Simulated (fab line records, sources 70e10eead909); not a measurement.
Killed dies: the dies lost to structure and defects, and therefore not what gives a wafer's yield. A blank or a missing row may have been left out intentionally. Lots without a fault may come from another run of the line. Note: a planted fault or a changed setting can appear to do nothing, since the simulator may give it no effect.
Which tool was responsible? | flow nandHarc | Sampling: 12 lots, 36 wafers, 6 of 1159 route steps

== WHAT THE GAUGES READ, wafer by wafer ==
NHARC_THIN_TSV_INSPECT_40. Usual: rawDefectCount reads 476 (standard deviation 83).
lot  | measured     | on               | rawDefectCount | flag
L863 | day 19 20:34 | defectInspect-02 | 404 379 377    | 
L865 | day 20 00:06 | defectInspect-01 | 457 369 405    | 
L867 | day 20 14:32 | defectInspect-01 | 474 486 569    | 
L870 | day 20 21:19 | defectInspect-01 | 369 503 517    | 
L869 | day 20 21:19 | defectInspect-02 | 369 1595 634   | OFF
L874 | day 21 21:02 | defectInspect-01 | 1656 617 832   | OFF
L878 | day 23 13:29 | defectInspect-01 | 579 443 575    | 
L879 | day 23 17:37 | defectInspect-02 | 429 423 471    | 
L881 | day 24 11:05 | defectInspect-01 | 409 466 602    | 
L886 | day 24 20:02 | defectInspect-01 | 454 437 436    | 
L884 | day 24 20:02 | defectInspect-02 | 634 491 501    | 
L885 | day 24 20:02 | defectInspect-02 | 521 534 516    | 

NHARC_END_SORT_01. Usual: defectLimitedYield 95.0 %, standard deviation 1.7; killedAtArray 29, standard deviation 12; killedAtOther 0.7, standard deviation 1; killedAtPeriphery 4, standard deviation 3.2; killedDies 34, standard deviation 12; killedOpen 3.4, standard deviation 2; killedShort 1.8, standard deviation 1.3; sort_bin_2_pct 1.6 %, standard deviation 0.7; sort_bin_3_pct 0.26 %, standard deviation 0.23; sort_bin_4_pct 3.1 %, standard deviation 1.1; sortNPass 643, standard deviation 12; sortRimYieldPct 96.4 %, standard deviation 2.6; sortYieldPct 95.0 %, standard deviation 1.7.
lot  | measured     | on        | defectLimitedYield (%) | killedAtArray | killedAtOther | killedAtPeriphery | killedDies | killedOpen | killedShort | sort_bin_2_pct (%) | sort_bin_3_pct (%) | sort_bin_4_pct (%) | sortNPass   | sortRimYieldPct (%) | sortYieldPct (%) | flag
L867 | day 20 17:36 | prober-01 | 95.1 93.6 95.3         | 26 33 28      | 2 3 1         | 5 7 3             | 33 43 32   | 5 5 4      | 1 1 1       | 1.6 2.5 1.3        | 0 0.30 0.30        | 3.2 3.5 3.1        | 644 634 645 | 99.1 95.3 94.3      | 95.1 93.6 95.3   | 
L870 | day 21 02:13 | prober-01 | 96.0 95.6 96.5         | 25 27 21      | 1 1 0         | 1 2 3             | 27 30 24   | 4 4 7      | 2 4 2       | 1.6 1.6 1.3        | 0.30 0.30 0        | 2.1 2.5 2.2        | 650 647 653 | 91.5 97.2 99.1      | 96.0 95.6 96.5   | 
L869 | day 21 00:21 | prober-02 | 94.8 81.2 95.3         | 32 21 26      | 0 102 0       | 3 4 6             | 35 127 32  | 2 5 4      | 2 2 2       | 2.2 6.6 1.2        | 0.30 5.47 0.44     | 2.7 6.6 3.1        | 642 550 645 | 96.2 98.1 94.3      | 94.8 81.2 95.3   | OFF
L874 | day 22 02:01 | prober-02 | 78.3 91.0 90.4         | 47 57 60      | 95 0 0        | 5 4 5             | 147 61 65  | 0 1 0      | 0 2 2       | 7.2 4.1 2.8        | 5.76 0.30 0.44     | 8.7 4.6 6.4        | 530 616 612 | 94.3 96.2 92.5      | 78.3 91.0 90.4   | OFF
L878 | day 23 16:32 | prober-02 | 96.2 93.5 93.5         | 25 41 38      | 1 0 0         | 0 3 6             | 26 44 44   | 3 7 4      | 0 2 3       | 1.5 1.8 3.0        | 0.15 0.15 0        | 2.2 4.6 3.5        | 651 633 633 | 91.5 97.2 88.7      | 96.2 93.5 93.5   | 
L879 | day 24 00:22 | prober-01 | 93.4 94.5 94.4         | 29 23 27      | 0 1 2         | 16 13 9           | 45 37 38   | 4 2 3      | 4 0 2       | 2.5 1.3 2.1        | 0.15 0.30 0.15     | 4.0 3.8 3.4        | 632 640 639 | 93.4 93.4 92.5      | 93.4 94.5 94.4   | 
L881 | day 24 14:10 | prober-01 | 96.9 96.8 95.7         | 16 18 24      | 3 2 2         | 2 2 3             | 21 22 29   | 4 3 4      | 1 4 5       | 0.3 0.7 1.5        | 0 0.15 0.30        | 2.8 2.4 2.5        | 656 655 648 | 99.1 98.1 97.2      | 96.9 96.8 95.7   | 

== EACH LOT AND THE TOOL THAT RAN IT (in order: tool; ch and the chambers of the sampled wafers; start) ==
lot  | NHARC_THIN_TSV_ETCH_15          | NHARC_THIN_TSV_STRIP_62             | NHARC_THIN_TSV_ETCH_59           | NHARC_THIN_TSV_STRIP_57
L863 | rieSi-03 ch 1,2, day 19 10:34   | plasmaAsher-01 ch 0,1, day 19 12:26 | rieMetal-03 ch 0,1, day 19 16:05 | wetBench-08 ch 1,3,5, day 19 16:47
L865 | rieSi-01 ch 0,1,2, day 19 12:55 | plasmaAsher-01 ch 0,1, day 19 14:57 | rieMetal-02 ch 0,1, day 19 18:44 | wetBench-10 ch 5,6,7, day 19 19:28
L867 | rieSi-06 ch 0,2,3, day 20 01:10 | plasmaAsher-02 ch 0,1, day 20 04:11 | rieMetal-03 ch 0,1, day 20 07:40 | wetBench-10 ch 2,5,7, day 20 08:23
L870 | rieSi-06 ch 0,1, day 20 10:19   | plasmaAsher-01 ch 0, day 20 12:07   | rieMetal-02 ch 0,1, day 20 15:45 | wetBench-08 ch 1,2,5, day 20 16:25
L869 | rieSi-01 ch 0,1,3, day 20 11:32 | plasmaAsher-01 ch 0,1, day 20 13:23 | rieMetal-01 ch 0,1, day 20 17:07 | wetBench-10 ch 2,3,6, day 20 17:50
L874 | rieSi-06 ch 0,2,3, day 21 10:05 | plasmaAsher-02 ch 0,1, day 21 11:52 | rieMetal-02 ch 0,1, day 21 15:29 | wetBench-10 ch 2,3,6, day 21 16:10
L878 | rieSi-03 ch 0,1,3, day 23 02:27 | plasmaAsher-01 ch 0,1, day 23 04:18 | rieMetal-01 ch 0,1, day 23 07:53 | wetBench-08 ch 3,4,6, day 23 08:37
L879 | rieSi-01 ch 2,3, day 23 04:46   | plasmaAsher-02 ch 0,1, day 23 06:34 | rieMetal-01 ch 0,1, day 23 10:44 | wetBench-08 ch 1,5,6, day 23 12:43
L881 | rieSi-03 ch 0,2,3, day 24 01:25 | plasmaAsher-01 ch 0,1, day 24 03:11 | rieMetal-01 ch 0,1, day 24 06:53 | wetBench-08 ch 2,3,6, day 24 07:35
L886 | rieSi-01 ch 0,3, day 24 08:43   | plasmaAsher-02 ch 0,1, day 24 10:31 | rieMetal-01 ch 0,1, day 24 14:07 | wetBench-08 ch 0,2,3, day 24 15:07
L884 | rieSi-03 ch 1,3, day 24 09:54   | plasmaAsher-02 ch 0,1, day 24 11:40 | rieMetal-01 ch 0,1, day 24 15:16 | wetBench-08 ch 1,2,5, day 24 16:00
L885 | rieSi-06 ch 0,1,2, day 24 11:07 | plasmaAsher-02 ch 0, day 24 12:54   | rieMetal-03 ch 0,1, day 24 16:23 | wetBench-08 ch 0,1,2, day 24 17:07
- NHARC_THIN_TSV_ETCH_15: target depth 3000 nm, bosch target overetch cycles 2, bosch etch step 2.8 s.
- NHARC_THIN_TSV_STRIP_62: strips in N2/H2, time 20 s.
- NHARC_THIN_TSV_ETCH_59: etches the open film in Cl2/BCl3, target depth 880 nm, time 138.1 s.
- NHARC_THIN_TSV_STRIP_57: strips in post etch residue remover, time 1200 s.

== AS READ BY THE TOOLS THEMSELVES (means over the sampled wafers that have a number; for cases with no such wafer, the mark the record gives instead) ==
NHARC_THIN_TSV_ETCH_15. Usual: drypumpMotorCurrentA reads 5.7 A (standard deviation 0.5).
lot  | tool     | drypumpMotorCurrentA (A) | flag
L863 | rieSi-03 | 5.7                      | 
L865 | rieSi-01 | 5.7                      | 
L867 | rieSi-06 | 5.8                      | 
L870 | rieSi-06 | 6.1                      | 
L869 | rieSi-01 | 5.4                      | 
L874 | rieSi-06 | 5.7                      | 
L878 | rieSi-03 | 5.6                      | 
L879 | rieSi-01 | 5.9                      | 
L881 | rieSi-03 | 5.7                      | 
L886 | rieSi-01 | 5.4                      | 
L884 | rieSi-03 | 5.7                      | 
L885 | rieSi-06 | 5.7                      | 

NHARC_THIN_TSV_STRIP_62. Usual: drypumpMotorCurrentA 5.6 A, standard deviation 0.59; heaterPowerW 312 W, standard deviation 12; rfReflPowerW 19 W, standard deviation 4.9.
lot  | tool           | drypumpMotorCurrentA (A) | heaterPowerW (W) | rfReflPowerW (W) | flag
L863 | plasmaAsher-01 | 5.6                      | 324              | 18               | 
L865 | plasmaAsher-01 | 5.9                      | 310              | 16               | 
L867 | plasmaAsher-02 | 5.7                      | 307              | -                | OFF
L870 | plasmaAsher-01 | 5.2                      | 321              | -                | OFF
L869 | plasmaAsher-01 | 5.6                      | 316              | 18               | 
L874 | plasmaAsher-02 | 5.3                      | 304              | 24               | 
L878 | plasmaAsher-01 | 5.9                      | 311              | -                | OFF
L879 | plasmaAsher-02 | 5.7                      | 313              | 21               | 
L881 | plasmaAsher-01 | 5.9                      | 312              | 16               | 
L886 | plasmaAsher-02 | 5.7                      | 311              | -                | OFF
L884 | plasmaAsher-02 | 5.3                      | 304              | 23               | 
L885 | plasmaAsher-02 | 4.9                      | 298              | -                | OFF

NHARC_THIN_TSV_ETCH_59. Usual: drypumpMotorCurrentA 6.1 A, standard deviation 0.42; oesProductAu 1.002 a.u., standard deviation 0.0067; throttleValvePct 22.264 %, standard deviation 0.0097.
lot  | tool        | drypumpMotorCurrentA (A) | oesProductAu (a.u.) | throttleValvePct (%) | flag
L863 | rieMetal-03 | 6.3                      | 1.004               | 22.268               | 
L865 | rieMetal-02 | 6.6                      | 1.001               | 22.260               | 
L867 | rieMetal-03 | 6.3                      | 1.005               | 22.258               | 
L870 | rieMetal-02 | 6.6                      | 0.998               | 22.269               | 
L869 | rieMetal-01 | 5.6                      | 0.992               | 22.272               | 
L874 | rieMetal-02 | 6.6                      | 1.005               | 22.263               | 
L878 | rieMetal-01 | 5.5                      | 1.006               | 22.265               | 
L879 | rieMetal-01 | 5.5                      | 0.998               | 22.266               | 
L881 | rieMetal-01 | 5.6                      | 1.007               | 22.265               | 
L886 | rieMetal-01 | 5.6                      | 1.004               | 22.271               | 
L884 | rieMetal-01 | 5.6                      | 1.000               | 22.262               | 
L885 | rieMetal-03 | 6.3                      | 1.003               | 22.265               | 

== THE ANSWER, worked out from the rows above alone ==
Rule: take the mean of a lot's wafers that have a number; if it is more than 3 standard deviations from the usual mean, the lot is off. A lot without any number at a reading at which 4 lots or more have one is off too. Where the step has rows for the other lots, those lots are counted as sound. The gauges are gone through in route order, then the tools' own readings, and for those a lot's mean is taken as printed above. At the first step where some lot is off, the reading lying furthest off is the one used; lots without a number count as furthest.
Off: L869, L874, at NHARC_THIN_TSV_INSPECT_40 (rawDefectCount).
If a tool, at a process step before that reading, ran all the lots that are off and no sound lot after the first of them, it fits. Not tried: the gauges at NHARC_THIN_TSV_INSPECT_40; whatever is off there is also off at NHARC_END_SORT_01, on other tools, and gauge error can't account for it. One fits: NHARC_THIN_TSV_STRIP_57 on wetBench-10. Its last sound lot is L867 (day 20 08:23), its first lot that is off L869 (day 20 17:50): a fault that began between those two fits.

== WHAT THE SIMULATOR HAD PUT IN ==
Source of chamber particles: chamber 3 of wetBench-10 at NHARC_THIN_TSV_STRIP_57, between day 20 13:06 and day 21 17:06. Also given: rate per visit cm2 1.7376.
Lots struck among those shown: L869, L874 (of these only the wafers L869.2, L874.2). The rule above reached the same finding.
